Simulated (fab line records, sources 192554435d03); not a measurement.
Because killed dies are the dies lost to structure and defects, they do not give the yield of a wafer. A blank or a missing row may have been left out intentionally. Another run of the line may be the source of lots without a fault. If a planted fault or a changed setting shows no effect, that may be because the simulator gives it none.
2 desks looking at one fault | flow n5-finfet | each desk has only its own numbers; what lay behind them comes last

TOOL OWNER'S DESK, rie-diel-03
The tool's own readings at N5_BEOL_M0_SAQP_STRIP_86 (strips in N2/H2): means of the sampled wafers that have a number, for each lot that ran on this tool. The brackets show how far a lot's mean lies from the usual mean; more than 4 standard deviations puts the lot out of limits, marked OUT.
Columns: A = drypump-motor-current-A at N5_BEOL_M0_SAQP_STRIP_86, usual 5.8 A; B = h2-flow-sccm at N5_BEOL_M0_SAQP_STRIP_86, usual 300.0 sccm; C = oes-product-au at N5_BEOL_M0_SAQP_STRIP_86, usual 0.77 a.u.; D = rf-vpp-V at N5_BEOL_M0_SAQP_STRIP_86, usual 121.9 V; E = showerhead-plenum-p-Torr at N5_BEOL_M0_SAQP_STRIP_86, usual 3.39 Torr; F = throttle-valve-pct at N5_BEOL_M0_SAQP_STRIP_86, usual 18.93 %
lot  | first seen here | A   | B                | C    | D     | E    | F
L248 | day 5 14:56     | 6.0 | 300.6            | 0.89 | 121.7 | 3.40 | 18.81
L255 | day 7 11:04     | 6.5 | 299.7            | 0.68 | 122.4 | 3.41 | 19.24
L256 | day 7 14:44     | 5.9 | 300.7            | 0.78 | 122.8 | 3.41 | 18.89
L257 | day 7 16:44     | 5.6 | 319.7 (+18) OUT  | 0.79 | 122.5 | 3.51 | 20.74 (+7.2) OUT
L259 | day 8 03:13     | 6.2 | 308.7 (+7.9) OUT | 0.68 | 121.7 | 3.38 | 19.72
Finding of this desk: L257, L259 out of limits; the first was L257 at day 7 16:44, on h2-flow-sccm at N5_BEOL_M0_SAQP_STRIP_86. L248, L255, L256: within limits.

METROLOGY DESK
Means of the sampled wafers that have a number, per lot and without regard to the tool the lot ran on: this is what the gauges read. The brackets show how far a lot's mean lies from the usual mean; more than 4 standard deviations puts the lot out of limits, marked OUT. 7 of its 10 readings are shown, namely those furthest out on some lot.
Columns: A = DIBL_N at N5_BEOL_M4_RC_MEAS_101, usual 36.2 mV/V; B = DIBL_P at N5_BEOL_M4_RC_MEAS_101, usual 36.5 mV/V; C = IOFF_P at N5_BEOL_M4_RC_MEAS_101, usual 0.21 nA/um; D = ION_N at N5_BEOL_M4_RC_MEAS_101, usual 675 uA/um; E = ION_P at N5_BEOL_M4_RC_MEAS_101, usual 464 uA/um; F = SS_N at N5_BEOL_M4_RC_MEAS_101, usual 71.5 mV/dec; G = VT_P at N5_BEOL_M4_RC_MEAS_101, usual -250 mV
lot  | first seen here | A    | B    | C    | D   | E   | F    | G
L249 | day 7 20:24     | 37.5 | 38.0 | 0.25 | 681 | 471 | 71.8 | -247
L248 | day 7 23:20     | 35.8 | 37.4 | 0.23 | 679 | 463 | 71.5 | -249
L255 | day 9 19:01     | 35.3 | 35.8 | 0.21 | 674 | 467 | 71.6 | -248
L256 | day 9 20:32     | 37.8 | 36.6 | 0.18 | 666 | 447 | 71.5 | -257
L257 | day 10 02:59    | 36.3 | 37.8 | 0.23 | 693 | 473 | 71.4 | -249
L259 | day 10 11:46    | 36.5 | 37.4 | 0.21 | 689 | 467 | 71.4 | -249
L269 | day 13 14:35    | 36.0 | 36.8 | 0.20 | 673 | 461 | 71.4 | -252
L268 | day 13 19:52    | 37.7 | 36.3 | 0.24 | 666 | 464 | 72.3 | -247
L270 | day 14 08:34    | 34.0 | 34.2 | 0.21 | 672 | 471 | 70.9 | -249
This desk's verdict: no lot among the 9 shows anything out of limits.

PUT TOGETHER
The tool owner's desk could have raised an alarm at day 7 16:44, on L257, L259.
The metrology desk saw nothing out of limits.
The metrology desk has L257, L259 on record, within its limits.
N5_BEOL_M0_SAQP_STRIP_86 was run on rie-diel-03 by each of the lots named.

WHAT WAS PUT IN BY THE SIMULATOR
rie-diel-03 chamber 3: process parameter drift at N5_BEOL_M0_SAQP_STRIP_86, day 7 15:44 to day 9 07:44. The setting h2-flow-sccm was moved by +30, starting from 300. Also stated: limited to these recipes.
Struck lots among those shown: L257, L259.
Hours from the fault's start to each desk's first reading out of limits: the tool owner's desk, 1.
